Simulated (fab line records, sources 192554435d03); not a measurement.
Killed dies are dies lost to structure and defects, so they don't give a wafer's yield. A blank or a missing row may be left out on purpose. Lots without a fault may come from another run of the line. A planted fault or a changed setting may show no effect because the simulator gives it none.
Chamber matching | flow n5_finfet | N5_BEOL_M13_ETCH_59 on rie_diel-06: 4 sister chambers
The step etches BARC in N2/H2, target depth 89 nm, overetch 26.7 nm, time 67.9 s. 16 wafers are shown with their chamber, then 8 later ones without.

WAFERS WITH THEIR CHAMBER
wafer  | chamber | drypump_motor_current_A (A) | showerhead_plenum_p_Torr (Torr) | rf_vpp_V (V)
L074.2 | 1       | 5.8                         | 2.46                            | 522.2
L074.4 | 2       | 4.7                         | 2.71                            | 527.8
L074.5 | 1       | 5.8                         | 2.46                            | 522.4
L079.2 | 2       | 4.6                         | 2.71                            | 528.7
L079.3 | 3       | 4.8                         | 2.62                            | 524.9
L079.4 | 0       | 4.8                         | 2.41                            | 521.2
L084.2 | 1       | 5.8                         | 2.46                            | 522.5
L084.4 | 0       | 4.8                         | 2.40                            | 521.1
L084.6 | 2       | 4.6                         | 2.70                            | 529.1
L087.1 | 1       | 5.8                         | 2.45                            | 521.4
L087.5 | 3       | 4.8                         | 2.62                            | 525.2
L087.6 | 2       | 4.6                         | 2.70                            | 528.1
L089.2 | 0       | 4.8                         | 2.40                            | 520.4
L089.4 | 1       | 5.8                         | 2.45                            | 521.5
L089.5 | 2       | 4.7                         | 2.70                            | 528.3
L088.1 | 1       | 5.8                         | 2.45                            | 522.5

SIGNATURES (means of the wafers above)
reading                  | chamber 0 | chamber 1 | chamber 2 | chamber 3 | scatter within a chamber
drypump_motor_current_A  | 4.800     | 5.800     | 4.640     | 4.800     | 0.0316
showerhead_plenum_p_Torr | 2.4033    | 2.4550    | 2.7040    | 2.6200    | 0.0053
rf_vpp_V                 | 520.900   | 522.083   | 528.400   | 525.050   | 0.477
Rule: a wafer's distance from a chamber is the root of the sum, over the readings, of the square of ((its reading less the chamber's mean) divided by the reading's scatter). The wafer belongs to the nearest chamber; if the next one is less than 2 further off, it can't be placed. The scatter: the root of (the sum of the squares of (reading less its chamber's mean) over the shown wafers, divided by (wafers less chambers)).

WAFERS WITHOUT THEIR CHAMBER
wafer  | drypump_motor_current_A (A) | showerhead_plenum_p_Torr (Torr) | rf_vpp_V (V)
L088.2 | 4.8                         | 2.40                            | 519.6
L088.3 | 4.8                         | 2.62                            | 524.9
L096.1 | 4.8                         | 2.71                            | 528.2
L096.3 | 4.7                         | 2.69                            | 527.2
L096.4 | 4.8                         | 2.61                            | 525.5
L097.2 | 4.8                         | 2.71                            | 529.2
L097.4 | 5.8                         | 2.45                            | 522.6
L097.5 | 4.7                         | 2.69                            | 528.8

WHICH CHAMBER EACH WENT THROUGH
wafer  | from the rows above | in truth
L088.2 | 0                   | 0
L088.3 | 3                   | 3
L096.1 | 2                   | 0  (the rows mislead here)
L096.3 | 2                   | 2
L096.4 | 3                   | 3
L097.2 | 2                   | 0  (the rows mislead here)
L097.4 | 1                   | 1
L097.5 | 2                   | 2
Placed correctly: 6 of 8. Can't be placed from these rows: 0. Placed wrongly: 2.
